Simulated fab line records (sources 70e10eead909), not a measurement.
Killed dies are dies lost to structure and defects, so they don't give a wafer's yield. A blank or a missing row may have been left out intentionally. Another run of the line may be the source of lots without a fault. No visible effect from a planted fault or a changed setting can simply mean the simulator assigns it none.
Which tool did it? || flow nandHarc || Sampling: 13 lots, 39 wafers, 5 of 1302 route steps

WHAT THE GAUGES READ, wafer by wafer
NHARC_END_SORT_01.
{"lot": "L172", "measured": "day 33 07:53", "on": "prober-01", "killedAtArray": "69 583 74", "killedAtOther": "0 0 0", "killedAtPeriphery": "1 2 0", "killedDies": "70 585 74", "killedOpen": "6 2 2", "killedShort": "2 1 2"}
{"lot": "L174", "measured": "day 33 16:25", "on": "prober-01", "killedAtArray": "565 64 75", "killedAtOther": "2 1 0", "killedAtPeriphery": "8 14 12", "killedDies": "575 79 87", "killedOpen": "4 5 7", "killedShort": "3 5 6"}
{"lot": "L175", "measured": "day 34 00:19", "on": "prober-02", "killedAtArray": "571 83 82", "killedAtOther": "1 1 0", "killedAtPeriphery": "2 2 4", "killedDies": "574 86 86", "killedOpen": "1 2 6", "killedShort": "0 6 1"}

WHICH TOOL RAN EACH LOT (tool, then ch and the chambers of the sampled wafers, then the start)
{"lot": "L155", "NHARC_A_CONTACT_ETCH_75": "rieDiel-11 ch 0,1, day 22 12:23", "NHARC_A_CONTACT_ETCH_126": "harCapEtch-03 ch 0,1, day 22 14:23", "NHARC_A_CONTACT_ETCH_129": "harCapEtch-03 ch 0,1, day 22 15:05", "NHARC_A_CONTACT_ETCH_130": "harCapEtch-03 ch 0,1, day 22 15:20"}
{"lot": "L157", "NHARC_A_CONTACT_ETCH_75": "rieDiel-11 ch 0,1, day 23 05:51", "NHARC_A_CONTACT_ETCH_126": "harCapEtch-03 ch 0,1, day 23 07:56", "NHARC_A_CONTACT_ETCH_129": "harCapEtch-03 ch 0,1, day 23 08:28", "NHARC_A_CONTACT_ETCH_130": "harCapEtch-03 ch 0,1, day 23 08:38"}
{"lot": "L156", "NHARC_A_CONTACT_ETCH_75": "rieDiel-11 ch 1,2,3, day 23 06:14", "NHARC_A_CONTACT_ETCH_126": "harCapEtch-02 ch 0,1, day 23 08:37", "NHARC_A_CONTACT_ETCH_129": "harCapEtch-02 ch 0,1, day 23 09:08", "NHARC_A_CONTACT_ETCH_130": "harCapEtch-02 ch 0,1, day 23 09:19"}
{"lot": "L158", "NHARC_A_CONTACT_ETCH_75": "rieDiel-11 ch 0,1,2, day 23 07:13", "NHARC_A_CONTACT_ETCH_126": "harCapEtch-01 ch 0,1, day 23 09:34", "NHARC_A_CONTACT_ETCH_129": "harCapEtch-01 ch 0,1, day 23 10:06", "NHARC_A_CONTACT_ETCH_130": "harCapEtch-01 ch 0,1, day 23 10:17"}
{"lot": "L161", "NHARC_A_CONTACT_ETCH_75": "rieDiel-03 ch 2,3, day 25 15:53", "NHARC_A_CONTACT_ETCH_126": "harCapEtch-02 ch 0,1, day 25 18:10", "NHARC_A_CONTACT_ETCH_129": "harCapEtch-02 ch 0,1, day 25 18:42", "NHARC_A_CONTACT_ETCH_130": "harCapEtch-02 ch 0,1, day 25 18:53"}
{"lot": "L163", "NHARC_A_CONTACT_ETCH_75": "rieDiel-11 ch 0,2, day 25 16:39", "NHARC_A_CONTACT_ETCH_126": "harCapEtch-01 ch 0,1, day 25 18:47", "NHARC_A_CONTACT_ETCH_129": "harCapEtch-01 ch 0,1, day 25 19:19", "NHARC_A_CONTACT_ETCH_130": "harCapEtch-01 ch 0,1, day 25 19:30"}
{"lot": "L162", "NHARC_A_CONTACT_ETCH_75": "rieDiel-11 ch 1,2,3, day 26 01:06", "NHARC_A_CONTACT_ETCH_126": "harCapEtch-01 ch 0,1, day 26 02:56", "NHARC_A_CONTACT_ETCH_129": "harCapEtch-01 ch 0,1, day 26 03:27", "NHARC_A_CONTACT_ETCH_130": "harCapEtch-01 ch 0,1, day 26 03:38"}
{"lot": "L165", "NHARC_A_CONTACT_ETCH_75": "rieDiel-10 ch 0,1,3, day 26 10:43", "NHARC_A_CONTACT_ETCH_126": "harCapEtch-02 ch 0,1, day 26 12:57", "NHARC_A_CONTACT_ETCH_129": "harCapEtch-02 ch 0,1, day 26 13:29", "NHARC_A_CONTACT_ETCH_130": "harCapEtch-02 ch 0,1, day 26 13:40"}
{"lot": "L169", "NHARC_A_CONTACT_ETCH_75": "rieDiel-10 ch 0,2,3, day 28 05:14", "NHARC_A_CONTACT_ETCH_126": "harCapEtch-03 ch 0,1, day 28 07:16", "NHARC_A_CONTACT_ETCH_129": "harCapEtch-03 ch 0,1, day 28 07:59", "NHARC_A_CONTACT_ETCH_130": "harCapEtch-03 ch 0,1, day 28 08:13"}
{"lot": "L167", "NHARC_A_CONTACT_ETCH_75": "rieDiel-10 ch 0,1, day 28 10:18", "NHARC_A_CONTACT_ETCH_126": "harCapEtch-03 ch 0,1, day 28 12:28", "NHARC_A_CONTACT_ETCH_129": "harCapEtch-03 ch 0,1, day 28 13:10", "NHARC_A_CONTACT_ETCH_130": "harCapEtch-03 ch 0,1, day 28 13:24"}
{"lot": "L172", "NHARC_A_CONTACT_ETCH_75": "rieDiel-11 ch 0,1,2, day 30 00:37", "NHARC_A_CONTACT_ETCH_126": "harCapEtch-01 ch 0, day 30 02:28", "NHARC_A_CONTACT_ETCH_129": "harCapEtch-01 ch 0, day 30 03:00", "NHARC_A_CONTACT_ETCH_130": "harCapEtch-01 ch 0, day 30 03:11"}
{"lot": "L174", "NHARC_A_CONTACT_ETCH_75": "rieDiel-11 ch 1,3, day 30 06:49", "NHARC_A_CONTACT_ETCH_126": "harCapEtch-02 ch 0,1, day 30 08:38", "NHARC_A_CONTACT_ETCH_129": "harCapEtch-02 ch 0,1, day 30 09:10", "NHARC_A_CONTACT_ETCH_130": "harCapEtch-02 ch 0,1, day 30 09:21"}
{"lot": "L175", "NHARC_A_CONTACT_ETCH_75": "rieDiel-11 ch 2,3, day 31 07:19", "NHARC_A_CONTACT_ETCH_126": "harCapEtch-01 ch 0,1, day 31 09:13", "NHARC_A_CONTACT_ETCH_129": "harCapEtch-01 ch 0,1, day 31 09:44", "NHARC_A_CONTACT_ETCH_130": "harCapEtch-01 ch 0,1, day 31 09:55"}
- NHARC_A_CONTACT_ETCH_75: etches the open film in CF4, target depth 39 nm, time 65 s.
- NHARC_A_CONTACT_ETCH_126: etches the open film in C4F8/O2/Ar, time 197 s, target depth 1918 nm.
- NHARC_A_CONTACT_ETCH_129: etches the open film in C4F8/O2/Ar, time 197 s, target depth 1918 nm.
- NHARC_A_CONTACT_ETCH_130: etches the open film in C4F8/O2/Ar, time 197 s, target depth 1918 nm.

AS READ BY THE TOOLS THEMSELVES (means over the sampled wafers that have a number; for cases with no such wafer, the mark the record gives instead)
NHARC_A_CONTACT_ETCH_75.
{"lot": "L155", "tool": "rieDiel-11", "biasW (W)": 100.0, "drypumpMotorCurrentA (A)": 5.4, "oesProductAu (a.u.)": 1.004, "rfVppV (V)": 151.1, "showerheadPlenumPTorr (Torr)": 1.78, "throttleValvePct (%)": 13.278}
{"lot": "L157", "tool": "rieDiel-11", "biasW (W)": 99.7, "drypumpMotorCurrentA (A)": 5.4, "oesProductAu (a.u.)": 1.003, "rfVppV (V)": 151.1, "showerheadPlenumPTorr (Torr)": 1.78, "throttleValvePct (%)": 13.281}
{"lot": "L156", "tool": "rieDiel-11", "biasW (W)": 99.9, "drypumpMotorCurrentA (A)": 5.8, "oesProductAu (a.u.)": 1.006, "rfVppV (V)": 151.3, "showerheadPlenumPTorr (Torr)": 1.80, "throttleValvePct (%)": 13.286}
{"lot": "L158", "tool": "rieDiel-11", "biasW (W)": 100.1, "drypumpMotorCurrentA (A)": 5.5, "oesProductAu (a.u.)": 1.005, "rfVppV (V)": 151.2, "showerheadPlenumPTorr (Torr)": 1.75, "throttleValvePct (%)": 13.288}
{"lot": "L161", "tool": "rieDiel-03", "biasW (W)": 100.3, "drypumpMotorCurrentA (A)": 6.6, "oesProductAu (a.u.)": 1.002, "rfVppV (V)": 151.2, "showerheadPlenumPTorr (Torr)": 1.79, "throttleValvePct (%)": 13.284}
{"lot": "L163", "tool": "rieDiel-11", "biasW (W)": 100.3, "drypumpMotorCurrentA (A)": 5.2, "oesProductAu (a.u.)": 1.012, "rfVppV (V)": 151.2, "showerheadPlenumPTorr (Torr)": 1.71, "throttleValvePct (%)": 13.277}
{"lot": "L162", "tool": "rieDiel-11", "biasW (W)": 100.4, "drypumpMotorCurrentA (A)": 5.8, "oesProductAu (a.u.)": 1.002, "rfVppV (V)": 150.8, "showerheadPlenumPTorr (Torr)": 1.80, "throttleValvePct (%)": 13.281}
{"lot": "L165", "tool": "rieDiel-10", "biasW (W)": 100.1, "drypumpMotorCurrentA (A)": 5.7, "oesProductAu (a.u.)": 1.006, "rfVppV (V)": 151.7, "showerheadPlenumPTorr (Torr)": 1.80, "throttleValvePct (%)": 13.288}
{"lot": "L169", "tool": "rieDiel-10", "biasW (W)": 100.0, "drypumpMotorCurrentA (A)": 5.8, "oesProductAu (a.u.)": 1.001, "rfVppV (V)": 150.2, "showerheadPlenumPTorr (Torr)": 1.73, "throttleValvePct (%)": 13.277}
{"lot": "L167", "tool": "rieDiel-10", "biasW (W)": 100.2, "drypumpMotorCurrentA (A)": 5.9, "oesProductAu (a.u.)": 0.999, "rfVppV (V)": 151.6, "showerheadPlenumPTorr (Torr)": 1.79, "throttleValvePct (%)": 13.280}
{"lot": "L172", "tool": "rieDiel-11", "biasW (W)": 100.2, "drypumpMotorCurrentA (A)": 5.5, "oesProductAu (a.u.)": 0.943, "rfVppV (V)": 151.4, "showerheadPlenumPTorr (Torr)": 1.74, "throttleValvePct (%)": 13.290}
{"lot": "L174", "tool": "rieDiel-11", "biasW (W)": 99.8, "drypumpMotorCurrentA (A)": 5.8, "oesProductAu (a.u.)": 0.937, "rfVppV (V)": 152.4, "showerheadPlenumPTorr (Torr)": 1.84, "throttleValvePct (%)": 13.297}
{"lot": "L175", "tool": "rieDiel-11", "biasW (W)": 100.1, "drypumpMotorCurrentA (A)": 5.8, "oesProductAu (a.u.)": 0.938, "rfVppV (V)": 150.7, "showerheadPlenumPTorr (Torr)": 1.76, "throttleValvePct (%)": 13.275}

THE ANSWER, worked out from the rows above alone
Rule: what is usual is taken from the lots themselves. Put in order of their means at a reading, lots are off if they are a third of the lots or fewer, leave a main group of 4 or more, and stand apart from it by a gap of 3 or more times the standard deviation of the main group's means; of several such gaps the widest counts. The tables above print the reading to a certain number of digits; a main group whose means all agree to those digits is not used. A lot without any number at a reading at which 4 lots or more have one is off too. All remaining lots with rows at the step are treated as sound. Order of review: gauges by route order, followed by the tools' own readings, for which a lot's mean as printed above is used. At the first step where some lot is off, the reading lying furthest off is the one used; lots without a number count as furthest.
Off at NHARC_A_CONTACT_ETCH_75 (oesProductAu): L172, L174, L175. For the main group the mean is 1.004 a.u. and the standard deviation 0.0034.
If a tool, at that step or one of the process steps before it, ran each lot that is off and ran no sound lot following the first of them, it fits. One fits: rieDiel-11 at NHARC_A_CONTACT_ETCH_75. A fault onset in the window from L162 (day 26 01:06, its last sound lot) to L172 (day 30 00:37, its first lot off) fits.
The tool's own readings at NHARC_A_CONTACT_ETCH_75 bear it out: on the lots that are off they differ by more than 5 times the standard deviation of the sound lots' means. oesProductAu reads 0.939 a.u. there against 1.004 a.u. on the sound lots.

WHAT THE SIMULATOR HAD INSERTED
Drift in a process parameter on rieDiel-11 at NHARC_A_CONTACT_ETCH_75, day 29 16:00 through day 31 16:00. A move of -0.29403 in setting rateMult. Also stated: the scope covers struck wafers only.
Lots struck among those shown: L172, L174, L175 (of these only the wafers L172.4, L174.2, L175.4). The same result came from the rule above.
